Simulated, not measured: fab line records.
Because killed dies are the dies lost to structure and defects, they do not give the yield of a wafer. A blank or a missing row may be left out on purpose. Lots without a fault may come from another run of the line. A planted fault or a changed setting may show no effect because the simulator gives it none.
fab line records	flow nandHarc
[record] lots = 14	wafers = 42	lastDay = 34
route steps=1302 shown A_STAIRCASE@872 A_SGD_CUT@898
lots with no fault: from the same line, run without faults
startH: the number of hours between the record's first day and the start of the first shown wafer of the lot	waitH: how many hours have passed since the lot's step before this one	" the same as in the row above	L1.1+2: several wafers, shown together as one row	- no value, or no start given	* or withheld: withheld	< > ~ a bound
route shown NAME@n: a module of which the file shows steps, and the number in the route of the first	usual: average and standard deviation across the fault-free wafers	same: alike in all rows	chamber/n: place in a boat	sites: per-site readings	_std_site: the standard deviation of these	_edge_site: mean of outer sites minus mean of inner sites	radiusMm: for every site, how far away it sits from the centre of the wafer	mask NAME#n: copy n	behind: tool/chamber where the wafer was last shaped	hold: the reason the lot was held/the length of the hold in hours/how it ended	device: names the non-switching transistor (n, p or np)	end of line: at the end of the route, the tests of the same wafers	a step without rows: its recipe alone	killed: count of dies lost to structure and defects at first sort (not the wafer's yield)	map: a wafer's dies, marking killed ones x, the rest . and places with no die _
set.NAME: setting as actually run; set.NAME@STEP: the setting as run at that earlier step	model.NAME: the simulator's own value behind a step, which no gauge read
route steps across a sampled set of lots; one table per step, one row per wafer
services: when a tool's chamber went out of use (startH, in hours from the record's first day, below 0 if earlier), for how many hours, and the reason
[[steps]]
[step NHARC_A_STAIRCASE_STRIP_446]
[recipe] powerW = 1500	tempC = 250	chemistry = O2
[usual] drypumpMotorCurrentA = 5.6/0.34	heaterPowerW = 335/13
lot.wafer	tool	chamber	startH	waitH	drypumpMotorCurrentA	heaterPowerW	rfHoursCounterH
L462.2	plasmaAsher-01	1	452.04	0.0	5.2	335	21
L462.1	"	0	"	"	5.8	323	21
L462.4	"	1	"	"	5.2	332	-
L461.1	plasmaAsher-02	0	452.28	0.1	5.4	344	3
L461.4	"	0	"	"	5.4	349	-
L461.6	"	1	"	"	6.1	331	-
L464.1	plasmaAsher-01	0	485.12	0.0	5.8	320	29
L464.3	"	1	"	"	5.2	335	-
L464.5	"	0	"	"	5.8	320	-
L463.2	plasmaAsher-02	0	501.98	0.1	5.4	344	13
L463.4	"	1	"	"	6.1	340	-
L463.3	"	0	"	"	5.5	341	-
L469.2	plasmaAsher-01	1	535.53	0.0	5.2	346	1
L469.3	"	0	"	"	5.8	314	-
L469.5	"	1	"	"	5.2	338	-
L473.1	plasmaAsher-02	0	571.22	0.1	5.4	353	27
L473.3	"	0	"	"	5.4	340	-
L473.5	"	1	"	"	6.1	338	-
L475.1	plasmaAsher-01	0	584.44	0.2	5.9	305	9
L475.4	"	0	"	"	5.8	311	-
L475.5	"	0	"	"	5.8	316	-
L474.4	plasmaAsher-02	1	584.71	0.4	6.1	338	-
L474.6	"	0	"	"	5.4	348	-
L474.5	"	1	"	"	6.1	343	-
L477.2	plasmaAsher-02	1	591.48	0.1	6.1	339	32
L477.4	"	0	"	"	5.4	337	-
L477.5	"	1	"	"	6.1	348	-
L476.2	plasmaAsher-01	1	607.52	2.7	5.2	337	14
L476.4	"	0	"	"	5.8	317	-
L476.5	"	0	"	"	5.8	304	-
L478.2	plasmaAsher-01	0	618.04	0.0	5.9	310	16
L478.6	"	0	"	"	5.9	309	-
L478.5	"	1	"	"	5.2	338	-
L479.4	plasmaAsher-01	1	636.46	0.2	5.2	349	-
L479.5	"	0	"	"	5.8	311	-
L479.6	"	1	"	"	5.2	344	-
L481.1	plasmaAsher-02	1	661.59	0.0	6.1	332	12
L481.2	"	0	"	"	5.4	331	12
L481.5	"	1	"	"	6.1	348	-
L483.3	plasmaAsher-02	1	680.15	0.2	6.1	344	-
L483.6	"	0	"	"	5.4	336	-
L483.5	"	1	"	"	6.1	338	-
[step NHARC_A_SGD_CUT_EXPOSE_06]
[recipe] na = 1.35	doseMj = 85.59	maskId = SGD
[usual] exposureDoseMJCm2 = 85.60/0.081	focusOffsetNm = 0.0/0.55
lot.wafer	tool	chamber	startH	waitH	mask	exposureDoseMJCm2	focusOffsetNm
L461.1	arfiScanner-03	0	455.48	-	SGD#0	85.59	-0.1
L461.4	"	0	"	"	SGD#0	85.54	-0.3
L461.6	"	0	"	"	SGD#0	85.57	-0.8
L462.1	arfiScanner-01	0	455.98	-	SGD#0	85.68	0.5
L462.2	"	0	"	"	SGD#0	85.65	0.1
L462.4	"	0	"	"	SGD#0	85.79	-0.8
L464.1	arfiScanner-02	0	488.39	-	SGD#0	85.61	0.3
L464.3	"	0	"	"	SGD#0	85.69	-0.3
L464.5	"	0	"	"	SGD#0	85.50	0.4
L463.2	arfiScanner-03	-	505.27	-	SGD#0	-	-
L463.3	"	-	"	"	SGD#0	-	-
L463.4	"	-	"	"	SGD#0	-	-
L469.2	arfiScanner-02	-	539.03	-	SGD#0	-	-
L469.3	"	-	"	"	SGD#0	-	-
L469.5	"	-	"	"	SGD#0	-	-
L473.1	arfiScanner-03	0	574.50	-	SGD#0	85.52	-0.1
L473.3	"	0	"	"	SGD#0	85.61	0.6
L473.5	"	0	"	"	SGD#0	85.69	0.0
L475.1	arfiScanner-03	0	587.60	-	SGD#0	85.50	0.8
L475.4	"	0	"	"	SGD#0	85.53	0.2
L475.5	"	0	"	"	SGD#0	85.46	0.8
L474.4	arfiScanner-02	0	588.01	-	SGD#0	85.55	-0.2
L474.5	"	0	"	"	SGD#0	85.44	0.1
L474.6	"	0	"	"	SGD#0	85.39	-0.7
L477.2	arfiScanner-01	0	594.67	-	SGD#0	85.62	-0.7
L477.4	"	0	"	"	SGD#0	85.69	-1.1
L477.5	"	0	"	"	SGD#0	85.73	0.0
L476.2	arfiScanner-03	0	610.71	-	SGD#0	85.60	0.0
L476.4	"	0	"	"	SGD#0	85.63	-0.3
L476.5	"	0	"	"	SGD#0	85.68	-0.2
L478.2	arfiScanner-01	0	621.46	-	SGD#0	85.51	1.2
L478.5	"	0	"	"	SGD#0	85.62	0.6
L478.6	"	0	"	"	SGD#0	85.64	0.6
L479.4	arfiScanner-02	0	639.57	-	SGD#0	85.59	-0.7
L479.5	"	0	"	"	SGD#0	85.61	-0.6
L479.6	"	0	"	"	SGD#0	85.63	-0.2
L481.1	arfiScanner-01	0	664.82	-	SGD#0	85.59	0.8
L481.2	"	0	"	"	SGD#0	85.60	-0.1
L481.5	"	0	"	"	SGD#0	85.55	0.3
L483.3	arfiScanner-01	0	683.45	-	SGD#0	85.68	0.7
L483.5	"	0	"	"	SGD#0	85.64	0.9
L483.6	"	0	"	"	SGD#0	85.61	0.0
[step NHARC_A_SGD_CUT_CD_MEAS_09]
[recipe] targetCdNm = 100	landingEnergyEv = 500
[usual] cdNm = 100.0/0.64
lot.wafer	tool	chamber	startH	waitH	cdNm
L461.1	cdSem-03	0	455.62	-	100.0
L461.4	"	0	"	"	101.0
L461.6	"	0	"	"	99.9
L462.1	cdSem-01	0	456.12	-	99.4
L462.2	"	0	"	"	100.2
L462.4	"	0	"	"	99.8
L464.1	cdSem-01	0	488.53	-	100.5
L464.3	"	0	"	"	100.4
L464.5	"	0	"	"	100.8
L463.2	cdSem-01	0	505.41	-	-
L463.3	"	0	"	"	-
L463.4	"	0	"	"	-
L469.2	cdSem-01	0	539.17	-	-
L469.3	"	0	"	"	-
L469.5	"	0	"	"	-
L473.1	cdSem-03	0	574.64	-	99.7
L473.3	"	0	"	"	99.9
L473.5	"	0	"	"	100.5
L475.1	cdSem-03	0	587.74	-	100.1
L475.4	"	0	"	"	100.8
L475.5	"	0	"	"	100.6
L474.4	cdSem-02	0	588.15	-	101.3
L474.5	"	0	"	"	101.5
L474.6	"	0	"	"	101.0
L477.2	cdSem-01	0	594.80	-	100.0
L477.4	"	0	"	"	99.4
L477.5	"	0	"	"	100.0
L476.2	cdSem-03	0	610.85	-	100.5
L476.4	"	0	"	"	100.6
L476.5	"	0	"	"	100.6
L478.2	cdSem-01	0	621.59	-	99.9
L478.5	"	0	"	"	99.2
L478.6	"	0	"	"	99.1
L479.4	cdSem-01	0	639.71	-	99.8
L479.5	"	0	"	"	99.4
L479.6	"	0	"	"	100.5
L481.1	cdSem-01	0	664.96	-	100.8
L481.2	"	0	"	"	99.7
L481.5	"	0	"	"	99.8
L483.3	cdSem-02	0	683.58	-	100.1
L483.5	"	0	"	"	99.7
L483.6	"	0	"	"	99.7
[step NHARC_A_SGD_CUT_OVL_MEAS_10]
[usual] overlayXNm = -0.1/0.79	overlayYNm = 0.2/0.99
lot.wafer	tool	chamber	startH	waitH	overlayXNm	overlayYNm
L461.1	overlay-02	-	455.72	-	-0.1	1.3
L461.4	"	-	"	"	-0.3	1.7
L461.6	"	-	"	"	-0.7	0.8
L462.1	overlay-02	-	456.21	-	-0.2	-0.6
L462.2	"	-	"	"	-0.6	-0.4
L462.4	"	-	"	"	-0.1	-0.5
L464.1	overlay-02	-	488.62	-	-0.1	1.8
L464.3	"	-	"	"	0.3	2.0
L464.5	"	-	"	"	0.2	1.2
L463.2	overlay-02	-	505.49	-	-	-
L463.3	"	-	"	"	-	-
L463.4	"	-	"	"	-	-
L469.2	overlay-02	-	539.25	-	-	-
L469.3	"	-	"	"	-	-
L469.5	"	-	"	"	-	-
L473.1	overlay-02	-	574.73	-	-0.1	2.3
L473.3	"	-	"	"	0.7	3.1
L473.5	"	-	"	"	-0.2	2.5
L475.1	overlay-02	-	587.82	-	1.1	0.3
L475.4	"	-	"	"	1.0	0.1
L475.5	"	-	"	"	1.0	-0.2
L474.4	overlay-01	-	588.23	-	1.0	0.6
L474.5	"	-	"	"	0.7	0.2
L474.6	"	-	"	"	0.8	1.1
L477.2	overlay-02	-	594.89	-	0.5	0.4
L477.4	"	-	"	"	0.5	0.8
L477.5	"	-	"	"	0.9	0.2
L476.2	overlay-02	-	610.94	-	-0.2	-0.3
L476.4	"	-	"	"	-0.4	-0.1
L476.5	"	-	"	"	0.1	0.0
L478.2	overlay-01	-	621.68	-	-1.0	0.9
L478.5	"	-	"	"	-0.7	0.9
L478.6	"	-	"	"	0.0	0.7
L479.4	overlay-01	-	639.79	-	0.9	-0.4
L479.5	"	-	"	"	0.7	0.3
L479.6	"	-	"	"	0.7	-0.4
L481.1	overlay-01	-	665.05	-	-2.2	0.7
L481.2	"	-	"	"	-1.7	0.8
L481.5	"	-	"	"	-1.8	0.9
L483.3	overlay-01	-	683.67	-	0.2	-0.6
L483.5	"	-	"	"	-0.1	-0.2
L483.6	"	-	"	"	-0.2	-0.2
[[services]]
tool	chamber	startH	hours	kind
arfiScanner-03	-	428.64	2.4	repair
plasmaAsher-02	0	435.33	-	clean
plasmaAsher-02	1	435.33	-	clean
arfiScanner-03	-	469.02	1.1	repair
arfiScanner-01	-	469.29	13.4	repair
arfiScanner-02	-	484.00	4.0	pm
arfiScanner-02	-	493.59	0.7	repair
plasmaAsher-01	-	519.00	9.0	pm
plasmaAsher-01	0	519.00	9.0	ventCycle
plasmaAsher-01	1	519.00	9.0	ventCycle
plasmaAsher-01	0	528.00	-	clean
plasmaAsher-01	1	528.00	-	clean
plasmaAsher-01	-	547.22	4.2	repair
arfiScanner-03	-	566.35	4.0	pm
arfiScanner-01	-	596.00	4.0	pm
plasmaAsher-01	-	602.06	5.1	repair
plasmaAsher-02	-	603.33	9.0	pm
plasmaAsher-02	0	603.33	9.0	ventCycle
plasmaAsher-02	1	603.33	9.0	ventCycle
plasmaAsher-02	0	612.33	-	clean
plasmaAsher-02	-	612.34	2.1	repair
arfiScanner-02	-	656.00	4.0	pm
plasmaAsher-02	-	668.92	0.6	repair
arfiScanner-03	-	677.30	3.0	repair
[[key]]
[firstSign] step = NHARC_A_SGD_CUT_EXPOSE_06	reading = toolRecord	direction = missing
effect none on later readings
metAt NHARC_A_SGD_CUT_EXPOSE_06
struckLots L463,L469
laterRowsLeftOut L463.2,L463.3,L463.4,L469.2,L469.3,L469.5
sortLeftOut L463.2,L463.3,L463.4,L469.2,L469.3,L469.5
testerLeftOut L463,L469
notActingAt NHARC_A_STAIRCASE_STRIP_446,NHARC_A_SGD_CUT_CD_MEAS_09,NHARC_A_SGD_CUT_OVL_MEAS_10
onsetBetween 488.39 505.27
[fault] kind = skippedStepWhole	tool = arfiScanner-02,arfiScanner-03	chamber = -	onsetH = 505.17	steps = NHARC_A_SGD_CUT_EXPOSE_06	scope = struckLotsOnly
// testerLeftOut: of these lots the tester's yield and bins aren't shown, on N5 and GAA mostly nor the transistor test; their killed dies are dies lost to structure and defects alone, not to doping, threshold or leakage, so they don't give the yield
// sortLeftOut: the simulated sort isn't trusted on such a fault, so these wafers' sort isn't shown, and their yield isn't known
// laterRowsLeftOut: the simulator's readings of these wafers behind a module that went badly wrong aren't trusted and aren't shown, but for the sort
